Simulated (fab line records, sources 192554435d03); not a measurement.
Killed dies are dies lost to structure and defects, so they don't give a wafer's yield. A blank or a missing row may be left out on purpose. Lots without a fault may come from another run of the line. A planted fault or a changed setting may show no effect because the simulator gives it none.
fab line records | flow n5_finfet
record lots=24 wafers=72 last_day=17
route steps=1938 shown ILD0@341 SDB@357
lots that met no fault: from a run of the same line without faults
start_h: hours from the record's first day to the start of the lot's first wafer shown | wait_h: hours since the lot's step before | " the same as in the row above | L1.1+2: a row that stands for several wafers | - no value, or no start given | * or withheld: withheld | < > ~ a bound
route shown NAME@n: a module of which the file shows steps, and the number in the route of the first | usual: mean/standard deviation of fault-free wafers | same: alike in all rows | chamber/n: place in a boat | sites: the reading at each site | _std_site: their standard deviation | _edge_site: outer sites' mean less inner sites' | radius_mm: how far each site lies from the wafer's centre | mask NAME#n: copy n | behind: the tool/chamber that last shaped the wafer | hold: why the lot was held/for how many hours/how that ended | device: the transistor (n, p or np) that didn't switch | end of line: the same wafers' tests at the end of the route | a step without rows: its recipe alone | killed: dies lost to structure and defects at the first sort, not the wafer's yield | map: a wafer's dies, x killed, . not, _ none there
set.NAME: the setting as run; set.NAME@STEP: as run at that earlier step | model.NAME: the simulator's own value behind a step, which no gauge read
steps of the route over a sample of lots; a table a step, a row a wafer
services: from which hour (start_h, from the record's first day; less than 0 if before it) a tool's chamber was out of use, for how many hours, and why
## steps
# step N5_ILD0_THK_MEAS_08
# usual thk_nm=139.0/1.2
# columns lot.wafer tool chamber start_h wait_h thk_nm
L074.1 film_metro-01 - 62.02 - 137.9
L074.2 " - " " 137.7
L074.3 " - " " 136.7
L075.1 film_metro-02 - 67.76 - 139.1
L075.3 " - " " 140.3
L075.5 " - " " 139.6
L076.1 film_metro-02 - 74.02 - 137.9
L076.4 " - " " 139.3
L076.5 " - " " 137.2
L077.1 film_metro-02 - 79.51 - 138.6
L077.3 " - " " 140.2
L077.5 " - " " 141.4
L078.1 film_metro-01 - 85.38 - 137.8
L078.5 " - " " 138.4
L078.6 " - " " 138.6
L079.1 film_metro-02 - 90.93 - 138.0
L079.3 " - " " 139.5
L079.5 " - " " 139.8
L080.2 film_metro-01 - 103.18 - 138.9
L080.3 " - " " 137.3
L080.6 " - " " 139.5
L081.1 film_metro-02 - 103.29 - 139.0
L081.3 " - " " 138.9
L081.5 " - " " 138.5
L082.2 film_metro-02 - 113.83 - 139.2
L082.3 " - " " 140.6
L082.5 " - " " 141.6
L083.2 film_metro-02 - 118.39 - 138.6
L083.3 " - " " 139.7
L083.6 " - " " 139.3
L084.1 film_metro-02 - 127.30 - 139.8
L084.5 " - " " 139.4
L084.6 " - " " 139.3
L085.2 film_metro-01 - 130.34 - 138.5
L085.3 " - " " 138.7
L085.4 " - " " 140.3
L086.1 film_metro-02 - 137.43 - 137.3
L086.3 " - " " 140.2
L086.4 " - " " 138.2
L087.2 film_metro-02 - 141.03 - 138.1
L087.3 " - " " 136.7
L087.5 " - " " 136.9
L088.2 film_metro-02 - 144.72 - 138.3
L088.3 " - " " 137.4
L088.5 " - " " 137.4
L089.1 film_metro-01 - 154.91 - 139.7
L089.2 " - " " 139.0
L089.3 " - " " 138.6
L090.1 film_metro-02 - 158.87 - 140.9
L090.5 " - " " 141.4
L090.6 " - " " 139.7
L091.1 film_metro-01 - 162.90 - 140.0
L091.3 " - " " 138.3
L091.6 " - " " 141.3
L092.1 film_metro-02 - 168.79 - 137.9
L092.2 " - " " 137.6
L092.4 " - " " 139.5
L093.3 film_metro-01 - 175.71 - 137.9
L093.5 " - " " 138.9
L093.6 " - " " 138.5
L094.2 film_metro-01 - 182.82 - 140.2
L094.5 " - " " 138.0
L094.6 " - " " 138.9
L095.1 film_metro-01 - 188.79 - 140.9
L095.2 " - " " 141.0
L095.4 " - " " 139.8
L096.4 film_metro-01 - 194.35 - 140.5
L096.5 " - " " 139.6
L096.6 " - " " 139.6
L097.1 film_metro-01 - 202.99 - 139.6
L097.2 " - " " 140.7
L097.6 " - " " 138.2
# step N5_ILD0_THK_MEAS_13
# usual thk_nm=17.7/1.2
# columns lot.wafer tool chamber start_h wait_h thk_nm
L074.1 film_metro-02 - 65.74 - 17.1
L074.2 " - " " 16.2
L074.3 " - " " 17.6
L075.1 film_metro-02 - 70.97 - 17.0
L075.3 " - " " 19.1
L075.5 " - " " 17.5
L076.1 film_metro-01 - 77.24 - 19.1
L076.4 " - " " 17.8
L076.5 " - " " 17.5
L077.1 film_metro-02 - 82.72 - 20.3
L077.3 " - " " 18.0
L077.5 " - " " 18.4
L078.1 film_metro-02 - 88.75 - 16.9
L078.5 " - " " 17.8
L078.6 " - " " 16.3
L079.1 film_metro-02 - 94.77 - 18.8
L079.3 " - " " 16.8
L079.5 " - " " 19.4
L080.2 film_metro-01 - 106.39 - 15.6
L080.3 " - " " 15.8
L080.6 " - " " 16.3
L081.1 film_metro-01 - 106.89 - 16.4
L081.3 " - " " 16.4
L081.5 " - " " 16.0
L082.2 film_metro-02 - 117.04 - 19.5
L082.3 " - " " 20.3
L082.5 " - " " 18.3
L083.2 film_metro-01 - 121.60 - 19.2
L083.3 " - " " 18.0
L083.6 " - " " 17.9
L084.1 film_metro-02 - 130.51 - 16.1
L084.5 " - " " 17.0
L084.6 " - " " 18.3
L085.2 film_metro-01 - 133.55 - 19.3
L085.3 " - " " 16.7
L085.4 " - " " 18.1
L086.1 film_metro-02 - 140.93 - 18.1
L086.3 " - " " 17.7
L086.4 " - " " 18.2
L087.2 film_metro-02 - 144.24 - 17.2
L087.3 " - " " 17.8
L087.5 " - " " 18.6
L088.2 film_metro-02 - 147.93 - 20.3
L088.3 " - " " 18.7
L088.5 " - " " 21.0
L089.1 film_metro-01 - 158.12 - 16.2
L089.2 " - " " 18.0
L089.3 " - " " 18.3
L090.1 film_metro-02 - 162.08 - 17.8
L090.5 " - " " 19.9
L090.6 " - " " 19.1
L091.1 film_metro-02 - 166.11 - 17.0
L091.3 " - " " 19.0
L091.6 " - " " 19.6
L092.1 film_metro-02 - 172.00 - 17.8
L092.2 " - " " 18.0
L092.4 " - " " 16.6
L093.3 film_metro-01 - 178.92 - 18.0
L093.5 " - " " 17.6
L093.6 " - " " 18.3
L094.2 film_metro-01 - 186.08 - 18.2
L094.5 " - " " 18.7
L094.6 " - " " 16.4
L095.1 film_metro-02 - 192.57 - 19.0
L095.2 " - " " 16.4
L095.4 " - " " 17.9
L096.4 film_metro-02 - 197.93 - 17.5
L096.5 " - " " 17.5
L096.6 " - " " 17.3
L097.1 film_metro-02 - 206.20 - 16.4
L097.2 " - " " 17.1
L097.6 " - " " 15.8
# step N5_ILD0_INSPECT_06
# recipe inspect_instrument=darkfield mode=post_cmp
# usual raw_defect_count=36/16
# columns lot.wafer tool chamber start_h wait_h raw_defect_count
L074.1 defect_inspect-01 - 65.77 0.0 44
L074.2 " - " " 53
L074.3 " - " " 27
L075.1 defect_inspect-01 - 71.00 0.0 33
L075.3 " - " " 24
L075.5 " - " " 22
L076.1 defect_inspect-01 - 77.26 0.0 31
L076.4 " - " " 23
L076.5 " - " " 30
L077.1 defect_inspect-01 - 82.75 0.0 24
L077.3 " - " " 17
L077.5 " - " " 14
L078.1 defect_inspect-01 - 88.78 0.0 22
L078.5 " - " " 45
L078.6 " - " " 57
L079.1 defect_inspect-01 - 94.80 0.0 38
L079.3 " - " " 54
L079.5 " - " " 38
L080.2 defect_inspect-01 - 106.43 0.0 37
L080.3 " - " " 36
L080.6 " - " " 30
L081.1 defect_inspect-02 - 106.91 0.0 23
L081.3 " - " " 27
L081.5 " - " " 25
L082.2 defect_inspect-01 - 117.07 0.0 35
L082.3 " - " " 60
L082.5 " - " " 21
L083.2 defect_inspect-02 - 121.63 0.0 36
L083.3 " - " " 52
L083.6 " - " " 44
L084.1 defect_inspect-02 - 130.54 0.0 31
L084.5 " - " " 29
L084.6 " - " " 21
L085.2 defect_inspect-02 - 133.58 0.0 36
L085.3 " - " " 36
L085.4 " - " " 25
L086.1 defect_inspect-02 - 140.96 0.0 76
L086.3 " - " " 47
L086.4 " - " " 61
L087.2 defect_inspect-02 - 144.26 0.0 25
L087.3 " - " " 40
L087.5 " - " " 45
L088.2 defect_inspect-02 - 147.96 0.0 22
L088.3 " - " " 30
L088.5 " - " " 26
L089.1 defect_inspect-01 - 158.14 0.0 33
L089.2 " - " " 37
L089.3 " - " " 61
L090.1 defect_inspect-02 - 162.11 0.0 21
L090.5 " - " " 21
L090.6 " - " " 30
L091.1 defect_inspect-02 - 166.13 0.0 29
L091.3 " - " " 25
L091.6 " - " " 30
L092.1 defect_inspect-02 - 172.03 0.0 111
L092.2 " - " " 102
L092.4 " - " " 39
L093.3 defect_inspect-02 - 178.95 0.0 53
L093.5 " - " " 24
L093.6 " - " " 19
L094.2 defect_inspect-02 - 186.11 0.0 29
L094.5 " - " " 25
L094.6 " - " " 45
L095.1 defect_inspect-02 - 192.60 0.0 49
L095.2 " - " " 27
L095.4 " - " " 42
L096.4 defect_inspect-01 - 197.96 0.0 21
L096.5 " - " " 32
L096.6 " - " " 37
L097.1 defect_inspect-02 - 206.23 0.0 27
L097.2 " - " " 31
L097.6 " - " " 20
# step N5_SDB_OVL_MEAS_12
# recipe points_per_wafer=44
# usual SDB_OVL=0.3/0.66
# columns lot.wafer tool chamber start_h wait_h SDB_OVL[nm]
L074.1 overlay-02 0 66.31 0.0 0.6
L074.2 " 0 " " -0.4
L074.3 " 0 " " -0.3
L075.1 overlay-02 0 71.39 0.0 -0.2
L075.3 " 0 " " 0.6
L075.5 " 0 " " 0.0
L076.1 overlay-01 0 77.79 0.0 0.0
L076.4 " 0 " " -0.8
L076.5 " 0 " " 0.4
L077.1 overlay-01 0 83.27 0.0 0.2
L077.3 " 0 " " 0.7
L077.5 " 0 " " 1.2
L078.1 overlay-01 0 89.17 0.0 1.4
L078.5 " 0 " " 0.6
L078.6 " 0 " " 0.7
L079.1 overlay-02 0 95.31 0.0 0.0
L079.3 " 0 " " -0.5
L079.5 " 0 " " 0.8
L080.2 overlay-02 0 106.95 0.0 0.3
L080.3 " 0 " " -0.7
L080.6 " 0 " " 0.3
L081.1 overlay-02 0 107.43 0.0 0.0
L081.3 " 0 " " -0.3
L081.5 " 0 " " -1.0
L082.2 overlay-01 0 117.46 0.0 -0.6
L082.3 " 0 " " 0.0
L082.5 " 0 " " -0.3
L083.2 overlay-02 0 122.02 0.0 0.5
L083.3 " 0 " " 0.3
L083.6 " 0 " " -1.0
L084.1 overlay-01 0 131.06 0.0 1.0
L084.5 " 0 " " 0.6
L084.6 " 0 " " 1.3
L085.2 overlay-01 0 134.09 0.0 0.4
L085.3 " 0 " " 1.3
L085.4 " 0 " " 1.3
L086.1 overlay-02 0 141.35 0.0 -0.1
L086.3 " 0 " " 0.9
L086.4 " 0 " " 1.1
L087.2 overlay-01 0 144.78 0.0 0.9
L087.3 " 0 " " -0.1
L087.5 " 0 " " 0.0
L088.2 overlay-02 0 148.48 0.0 -0.4
L088.3 " 0 " " -0.2
L088.5 " 0 " " -0.3
L089.1 overlay-02 0 158.54 0.0 1.2
L089.2 " 0 " " 0.4
L089.3 " 0 " " 1.0
L090.1 overlay-02 0 162.64 0.0 1.2
L090.5 " 0 " " 1.1
L090.6 " 0 " " 1.2
L091.1 overlay-01 0 166.65 0.0 0.5
L091.3 " 0 " " -0.4
L091.6 " 0 " " -0.6
L092.1 overlay-01 0 172.42 0.0 1.0
L092.2 " 0 " " 0.6
L092.4 " 0 " " 0.2
L093.3 overlay-02 0 179.47 0.0 -0.7
L093.5 " 0 " " 0.1
L093.6 " 0 " " -0.1
L094.2 overlay-01 0 186.50 0.0 0.6
L094.5 " 0 " " 0.9
L094.6 " 0 " " 1.1
L095.1 overlay-02 0 193.12 0.0 -0.3
L095.2 " 0 " " 0.3
L095.4 " 0 " " 0.3
L096.4 overlay-02 0 198.35 0.0 -0.8
L096.5 " 0 " " -0.2
L096.6 " 0 " " 0.1
L097.1 overlay-01 0 206.62 0.0 0.8
L097.2 " 0 " " 0.4
L097.6 " 0 " " 0.1
# step N5_SDB_INSPECT_13
# recipe mode=adi inspect_instrument=brightfield
# usual raw_defect_count=74/32
# columns lot.wafer tool chamber start_h wait_h raw_defect_count
L074.1 defect_inspect-01 - 66.34 0.0 51
L074.2 " - " " 90
L074.3 " - " " 136
L075.1 defect_inspect-01 - 71.41 0.0 37
L075.3 " - " " 54
L075.5 " - " " 44
L076.1 defect_inspect-01 - 77.82 0.0 55
L076.4 " - " " 45
L076.5 " - " " 83
L077.1 defect_inspect-01 - 83.29 0.0 63
L077.3 " - " " 39
L077.5 " - " " 66
L078.1 defect_inspect-01 - 89.20 0.0 79
L078.5 " - " " 31
L078.6 " - " " 65
L079.1 defect_inspect-01 - 95.34 0.0 59
L079.3 " - " " 59
L079.5 " - " " 139
L080.2 defect_inspect-02 - 106.97 0.0 81
L080.3 " - " " 95
L080.6 " - " " 78
L081.1 defect_inspect-02 - 107.45 0.0 33
L081.3 " - " " 25
L081.5 " - " " 20
L082.2 defect_inspect-02 - 117.49 0.0 154
L082.3 " - " " 56
L082.5 " - " " 56
L083.2 defect_inspect-02 - 122.04 0.0 164
L083.3 " - " " 77
L083.6 " - " " 90
L084.1 defect_inspect-01 - 131.08 0.0 66
L084.5 " - " " 27
L084.6 " - " " 46
L085.2 defect_inspect-02 - 134.12 0.0 44
L085.3 " - " " 77
L085.4 " - " " 35
L086.1 defect_inspect-01 - 141.37 0.0 43
L086.3 " - " " 72
L086.4 " - " " 43
L087.2 defect_inspect-02 - 144.81 0.0 55
L087.3 " - " " 57
L087.5 " - " " 73
L088.2 defect_inspect-02 - 148.50 0.0 140
L088.3 " - " " 135
L088.5 " - " " 96
L089.1 defect_inspect-01 - 158.56 0.0 45
L089.2 " - " " 70
L089.3 " - " " 61
L090.1 defect_inspect-02 - 162.66 0.0 55
L090.5 " - " " 149
L090.6 " - " " 103
L091.1 defect_inspect-01 - 166.68 0.0 70
L091.3 " - " " 101
L091.6 " - " " 54
L092.1 defect_inspect-01 - 172.44 0.0 60
L092.2 " - " " 72
L092.4 " - " " 50
L093.3 defect_inspect-01 - 179.49 0.0 44
L093.5 " - " " 69
L093.6 " - " " 86
L094.2 defect_inspect-02 - 186.53 0.0 111
L094.5 " - " " 84
L094.6 " - " " 194
L095.1 defect_inspect-01 - 193.14 0.0 49
L095.2 " - " " 137
L095.4 " - " " 73
L096.4 defect_inspect-02 - 198.37 0.0 90
L096.5 " - " " 55
L096.6 " - " " 91
L097.1 defect_inspect-01 - 206.64 0.0 93
L097.2 " - " " 131
L097.6 " - " " 50
# step N5_SDB_CMP_30
# recipe stop_on=poly-Si t_overpolish_s=1.54 post_cmp_clean=alkaline_brush down_force_psi=4.1491 platen_rpm=51.796 pad_velocity_m_s=1.0306 target_thk_nm=30
# usual motor_current_A=12.7/1.1 overpolish_run_s=1.539/0.0094 slurry_filter_dp_kPa=13.51/0.12 time_to_endpoint_s=16.8/2.5
# columns lot.wafer tool chamber start_h wait_h motor_current_A overpolish_run_s slurry_filter_dp_kPa time_to_endpoint_s
L074.3 cmp-01 1 70.50 1.4 13.6 1.549 13.70 14.2
L074.2 " 2 " " 11.7 1.545 13.48 14.7
L074.1 " 3 " " 12.0 1.535 13.55 16.7
L075.1 cmp-02 2 74.98 1.4 13.0 1.526 13.54 16.9
L075.3 " 1 " " 11.8 1.550 13.66 16.4
L075.5 " 2 " " 12.8 1.533 13.63 19.5
L076.4 cmp-01 2 82.95 1.5 12.1 1.553 13.56 13.3
L076.1 " 3 " " 12.2 1.535 13.69 18.3
L076.5 " 0 " " 15.2 1.564 13.42 14.8
L077.1 cmp-03 1 87.15 1.4 11.7 1.531 13.55 17.5
L077.3 " 2 " " 13.0 1.527 13.50 15.6
L077.5 " 1 " " 11.5 1.553 13.27 15.7
L078.1 cmp-03 3 92.79 1.4 10.9 1.532 13.56 17.7
L078.5 " 3 " " 11.7 1.532 13.50 17.1
L078.6 " 0 " " 14.8 1.544 13.68 13.3
L079.1 cmp-01 3 99.00 1.4 12.6 1.535 13.55 16.4
L079.3 " 1 " " 13.0 1.537 13.71 15.5
L079.5 " 0 " " 15.2 1.548 13.60 15.8
L080.2 cmp-02 3 110.63 1.4 13.3 1.530 13.46 18.3
L080.3 " 1 " " 11.8 1.531 13.39 14.7
L080.6 " 3 " " 13.7 1.542 13.54 19.0
L081.3 cmp-01 2 111.15 1.4 12.2 1.525 13.60 17.6
L081.1 " 0 " " 15.2 1.547 13.57 20.5
L081.5 " 2 " " 12.7 1.540 13.57 14.1
L082.2 cmp-03 3 121.54 1.4 11.1 1.531 13.39 14.1
L082.3 " 1 " " 11.4 1.547 13.44 18.7
L082.5 " 3 " " 11.7 1.540 13.52 16.8
L083.3 cmp-02 3 125.61 1.4 13.8 1.546 13.29 17.3
L083.2 " 0 " " 12.4 1.535 13.72 18.9
L083.6 " 0 " " 12.0 1.535 13.47 21.5
L084.1 cmp-02 3 134.92 1.5 13.0 1.541 13.64 16.8
L084.6 " 1 " " 11.5 1.561 13.42 17.7
L084.5 " 2 " " 12.7 1.541 13.64 19.3
L085.4 cmp-03 1 137.72 1.4 11.4 1.544 13.55 16.6
L085.2 " 2 " " 12.3 1.537 13.42 16.0
L085.3 " 3 " " 11.9 1.535 13.42 13.2
L086.4 cmp-03 0 145.06 1.4 14.7 1.542 13.80 13.7
L086.3 " 2 " " 13.0 1.550 13.46 16.2
L086.1 " 3 " " 11.8 1.539 13.64 13.8
L087.2 cmp-03 2 148.37 1.4 12.6 1.526 13.46 19.8
L087.3 " 3 " " 11.4 1.524 13.59 15.2
L087.5 " 3 " " 11.4 1.538 13.47 13.6
L088.2 cmp-02 0 152.39 1.4 11.9 1.557 13.51 18.1
L088.3 " 2 " " 11.7 1.546 13.56 18.7
L088.5 " 0 " " 12.1 1.554 13.50 18.9
L089.3 cmp-01 3 162.34 1.4 12.8 1.524 13.45 16.6
L089.1 " 1 " " 13.1 1.542 13.42 11.3
L089.2 " 2 " " 12.4 1.534 13.77 15.7
L090.1 cmp-03 2 167.50 1.4 12.8 1.546 13.39 17.6
L090.5 " 2 " " 12.9 1.543 13.51 18.8
L090.6 " 3 " " 11.0 1.545 13.42 17.9
L091.1 cmp-03 2 170.31 1.5 12.0 1.546 13.58 18.7
L091.3 " 3 " " 10.7 1.541 13.61 16.2
L091.6 " 0 " " 13.7 1.537 13.29 15.6
L092.1 cmp-01 2 176.00 1.4 11.9 1.533 13.41 14.2
L092.4 " 0 " " 14.8 1.537 13.62 15.4
L092.2 " 1 " " 13.7 1.550 13.54 12.3
L093.3 cmp-02 1 185.16 1.4 11.8 1.532 13.27 17.8
L093.6 " 0 " " 11.8 1.532 13.63 21.1
L093.5 " 1 " " 11.5 1.562 13.61 17.2
L094.2 cmp-02 0 190.14 1.4 11.9 1.542 13.47 15.9
L094.5 " 3 " " 13.5 1.534 13.39 17.5
L094.6 " 0 " " 11.5 1.536 13.50 18.6
L095.4 cmp-02 2 197.37 1.4 12.8 1.542 13.31 17.5
L095.2 " 3 " " 12.8 1.509 13.37 16.3
L095.1 " 0 " " 12.1 1.550 13.50 17.2
L096.4 cmp-02 1 201.99 1.4 11.6 1.541 13.69 15.5
L096.5 " 0 " " 11.4 1.541 13.45 17.3
L096.6 " 1 " " 10.9 1.543 13.58 14.0
L097.2 cmp-02 1 210.22 1.4 12.1 1.530 13.71 19.8
L097.1 " 0 " " 12.1 1.525 13.57 21.4
L097.6 " 1 " " 11.3 1.520 13.54 20.0
## services
# columns tool chamber start_h hours kind
cmp-02 - 50.33 4.0 pm
cmp-02 - 54.33 - consumable_replace:conditioner
cmp-02 - 54.33 - consumable_replace:pad
cmp-03 - 55.30 0.9 repair
cmp-03 - 89.20 2.3 repair
cmp-01 - 102.96 0.9 repair
cmp-03 - 114.49 0.3 repair
cmp-02 - 136.75 1.0 repair
cmp-02 - 157.28 1.2 repair
cmp-02 - 166.88 3.1 repair
cmp-03 - 172.84 7.8 repair
cmp-01 - 183.55 2.5 repair
cmp-03 - 183.94 1.6 repair
cmp-03 - 206.66 7.8 pm
## key
fault none
